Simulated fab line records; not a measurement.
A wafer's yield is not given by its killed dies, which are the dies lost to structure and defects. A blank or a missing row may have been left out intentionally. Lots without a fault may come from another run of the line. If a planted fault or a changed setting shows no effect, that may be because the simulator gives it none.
Which tool did it? ; flow n5-finfet ; 10 lots, 28 wafers sampled, at 5 steps of a route of 1938

WHAT EACH GAUGE READ, for each wafer
N5_BEOL_M0_SAQP_THK_MEAS_05. Usual: thk-nm reads 59.8 nm (standard deviation 0.82).
lot;measured;on;thk-nm (nm);flag
L306;day 5 14:56;film-metro-01;58.7 58.2 59.7;
L307;day 5 20:44;film-metro-01;59.8 60.4 60.8;
L311;day 6 22:35;film-metro-02;59.4 59.5 60.2;
L314;day 7 11:43;film-metro-01;58.7 58.7 59.9;
L316;day 8 01:12;film-metro-01;58.6 58.7 59.5;
L322;day 9 09:13;film-metro-01;61.1 60.7;
L326;day 10 10:47;film-metro-02;58.2 59.8 60.2;
L327;day 10 16:18;film-metro-02;60.2 60.1 61.2;
L328;day 11 01:59;film-metro-01;59.6 60.2 61.3;
L329;day 11 04:49;film-metro-02;60.9 59.6;

N5_BEOL_M0_SAQP_OVL_MEAS_15. Usual: for M0_CORE_OVL the level is 0.1 nm and the standard deviation is 0.74.
lot;measured;on;M0_CORE_OVL (nm);flag
L306;day 5 15:27;overlay-02;-0.1 0.6 -0.4;
L307;day 5 21:14;overlay-01;-0.4 -0.3 -0.1;
L311;day 6 22:59;overlay-01;-0.3 -0.6 -0.4;
L314;day 7 12:06;overlay-02;0.6 0.9 0.1;
L316;day 8 01:35;overlay-02;0.4 0.6 1.1;
L322;day 9 09:44;overlay-01;-0.7 -0.3;
L326;day 10 11:10;overlay-02;0.0 -1.8 0.5;
L327;day 10 16:49;overlay-01;-0.3 -0.4 -0.2;
L328;day 11 02:22;overlay-02;0.3 -0.1 0.2;
L329;day 11 05:20;overlay-02;0.7 1.1;

N5_BEOL_M4_RC_MEAS_101. Usual: DIBL_N 36.3 mV/V, standard deviation 1.7; DIBL_P 36.0 mV/V, standard deviation 1.9; IOFF_N 0.156 nA/um, standard deviation 0.028; IOFF_P 0.21 nA/um, standard deviation 0.036; ION_N 675 uA/um, standard deviation 11; ION_P 463 uA/um, standard deviation 7.8; SS_N 71.6 mV/dec, standard deviation 0.59; SS_P 73.2 mV/dec, standard deviation 0.63; VT_N 250 mV, standard deviation 3.1; VT_P -251 mV, standard deviation 3.4.
lot;measured;on;DIBL_N (mV/V);DIBL_P (mV/V);IOFF_N (nA/um);IOFF_P (nA/um);ION_N (uA/um);ION_P (uA/um);SS_N (mV/dec);SS_P (mV/dec);VT_N (mV);VT_P (mV);flag
L306;day 7 17:58;prober-02;32.5 34.3 35.5;34.3 35.3 36.1;0.114 0.124 0.148;0.16 0.17 0.19;661 671 671;455 459 457;71.2 71.5 72.2;72.2 72.8 73.0;252 251 248;-255 -252 -252;
L307;day 8 00:58;prober-02;38.5 36.1 36.6;37.8 35.7 36.2;0.187 0.158 0.158;0.21 0.18 0.18;682 674 679;458 456 460;71.5 71.3 71.3;73.8 73.2 73.7;246 247 248;-252 -253 -253;
L311;day 9 01:55;prober-02;34.2 35.6 36.1;33.5 35.0 34.7;0.128 0.146 0.155;0.19 0.22 0.21;673 661 667;464 457 461;71.0 71.8 71.4;72.3 72.8 72.6;250 252 251;-252 -249 -248;
L314;day 9 12:40;prober-02;34.3 34.4 38.4;33.6 34.0 38.9;0.128 0.122 0.192;0.17 0.17 0.25;674 663 678;460 451 458;70.8 71.3 72.2;72.6 73.4 74.0;253 252 247;-251 -254 -249;
L316;day 10 11:14;prober-02;32.8 35.2 35.2;32.7 34.5 36.2;0.098 0.137 0.135;0.14 0.15 0.18;642 668 683;443 450 463;70.1 71.6 70.9;72.1 71.6 72.6;258 250 252;-257 -257 -253;
L322;day 11 15:56;prober-01;40.2 36.7;41.1 37.4;0.209 0.144;0.23 0.17;693 678;466 462;72.1 70.8;74.6 72.9;249 253;-250 -254;
L326;day 13 11:00;prober-02;37.6 36.6 37.2;37.5 35.7 36.1;0.179 0.157 0.168;0.24 0.22 0.23;679 679 686;465 470 477;71.9 71.0 72.1;73.8 72.6 72.5;246 248 246;-247 -249 -248;
L327;day 13 10:44;prober-01;36.7 34.6 36.0;35.2 33.2 34.7;0.144 0.118 0.136;0.20 0.18 0.20;683 669 680;471 463 471;71.3 70.9 71.5;73.2 72.8 72.8;250 254 252;-248 -251 -249;
L328;day 13 15:16;prober-01;32.7 35.5 33.7;32.4 37.1 34.0;0.120 0.155 0.130;0.14 0.19 0.16;667 666 675;453 458 455;71.0 71.5 70.1;72.6 73.3 72.8;255 254 254;-255 -253 -254;
L329;day 14 08:32;prober-01;36.5 41.0;35.5 40.2;0.142 0.249;0.22 0.32;667 689;466 478;71.1 72.7;72.7 74.6;250 242;-247 -245;

WHICH TOOL RAN EACH LOT (tool, then ch and the chambers of the sampled wafers, then the start)
lot;N5_BEOL_M0_SAQP_SPACER1_ALD_98;N5_BEOL_M0_SAQP_ETCH_101
L306;ald-sin-03 ch 0,2,3, day 5 16:29;rie-diel-06 ch 0,3, day 5 17:13
L307;ald-sin-03 ch 1,2,3, day 5 22:24;rie-diel-06 ch 0,1,3, day 5 23:10
L311;ald-sin-01 ch 0,2,3, day 7 00:02;rie-diel-06 ch 1,2,3, day 7 00:44
L314;ald-sin-04 ch 0,1,3, day 7 13:10;rie-diel-04 ch 1,2,3, day 7 14:03
L316;ald-sin-01 ch 0,1,2, day 8 02:57;rie-diel-04 ch 1,2, day 8 03:40
L322;ald-sin-04 ch 0,3, day 9 11:28;rie-diel-03 ch 0,3, day 9 12:26
L326;ald-sin-01 ch 0,1,2, day 10 12:47;rie-diel-03 ch 1,2, day 10 13:29
L327;ald-sin-01 ch 1,2,3, day 10 18:02;rie-diel-06 ch 0,1,2, day 10 18:44
L328;ald-sin-01 ch 0,2,3, day 11 03:19;rie-diel-03 ch 0,1,2, day 11 04:04
L329;ald-sin-01 ch 1,3, day 11 06:19;rie-diel-04 ch 2, day 11 07:01
- N5_BEOL_M0_SAQP_SPACER1_ALD_98: deposits SiO2, target thk 12.8 nm, pulse time 1 s, purge time 2 s.
- N5_BEOL_M0_SAQP_ETCH_101: etches SiNx in CH3F/O2, target depth 29.9 nm, time 42.7 s.

WHAT THE TOOLS THEMSELVES READ (means of the sampled wafers that have a number; where no wafer has one, the mark that the record gives instead)
N5_BEOL_M0_SAQP_SPACER1_ALD_98. Usual: heater-power-w 478 W, standard deviation 63; precursor-pulse-height-rel 1.000, standard deviation 0.021; susceptor-temp-C 300.00 C, standard deviation 0.19.
lot;tool;heater-power-w (W);precursor-pulse-height-rel;susceptor-temp-C (C);flag
L306;ald-sin-03;521;0.993;300.14;
L307;ald-sin-03;531;1.015;300.01;
L311;ald-sin-01;472;0.984;300.16;
L314;ald-sin-04;483;1.002;299.91;
L316;ald-sin-01;462;1.001;294.06;OFF
L322;ald-sin-04;492;1.000;300.08;
L326;ald-sin-01;482;1.014;299.92;
L327;ald-sin-01;453;1.002;299.95;
L328;ald-sin-01;480;1.011;300.06;
L329;ald-sin-01;441;1.001;299.84;

N5_BEOL_M0_SAQP_ETCH_101. Usual: drypump-motor-current-A 5.7 A, standard deviation 0.56; oes_ar_750_au 0.83 a.u., standard deviation 0.097; oes-product-au 0.83 a.u., standard deviation 0.1; rf-vpp-V 298 V, standard deviation 5.2; showerhead-plenum-p-Torr 2.05 Torr, standard deviation 0.07; throttle-valve-pct 16.27 %, standard deviation 0.2.
lot;tool;drypump-motor-current-A (A);oes_ar_750_au (a.u.);oes-product-au (a.u.);rf-vpp-V (V);showerhead-plenum-p-Torr (Torr);throttle-valve-pct (%);flag
L306;rie-diel-06;5.9;0.86;0.87;299;2.03;16.17;
L307;rie-diel-06;6.2;0.82;0.82;298;2.04;16.28;
L311;rie-diel-06;6.1;0.81;0.81;295;2.01;16.21;
L314;rie-diel-04;5.2;0.84;0.84;296;2.08;16.14;
L316;rie-diel-04;4.9;0.77;0.76;294;2.09;16.23;
L322;rie-diel-03;6.1;0.92;0.93;292;2.13;16.17;
L326;rie-diel-03;5.2;0.70;0.70;304;1.95;16.55;
L327;rie-diel-06;6.1;0.82;0.81;298;2.02;16.23;
L328;rie-diel-03;5.5;0.78;0.78;300;2.03;16.38;
L329;rie-diel-04;5.4;0.88;0.87;292;2.12;16.22;

THE ANSWER, worked out from the rows above alone
Rule: a lot is off if the mean of its wafers that have a number lies more than 3 standard deviations from the usual mean. Also off: a lot with no number at a reading for which 4 or more lots have one. The other lots that the step has rows for count as sound. First the gauges in route order, then the tools' own readings, where a lot's mean is used as printed above. The first step at which some lot is off is used, and at that step the reading that is off furthest; a lot without a number counts as furthest.
Off at N5_BEOL_M0_SAQP_SPACER1_ALD_98 (susceptor-temp-C): L316.
A tool fits if, at that step or a process step before it, it ran every lot that is off, and no sound lot after the first of them. None of those tried fits.

WHAT THE SIMULATOR HAD PUT IN
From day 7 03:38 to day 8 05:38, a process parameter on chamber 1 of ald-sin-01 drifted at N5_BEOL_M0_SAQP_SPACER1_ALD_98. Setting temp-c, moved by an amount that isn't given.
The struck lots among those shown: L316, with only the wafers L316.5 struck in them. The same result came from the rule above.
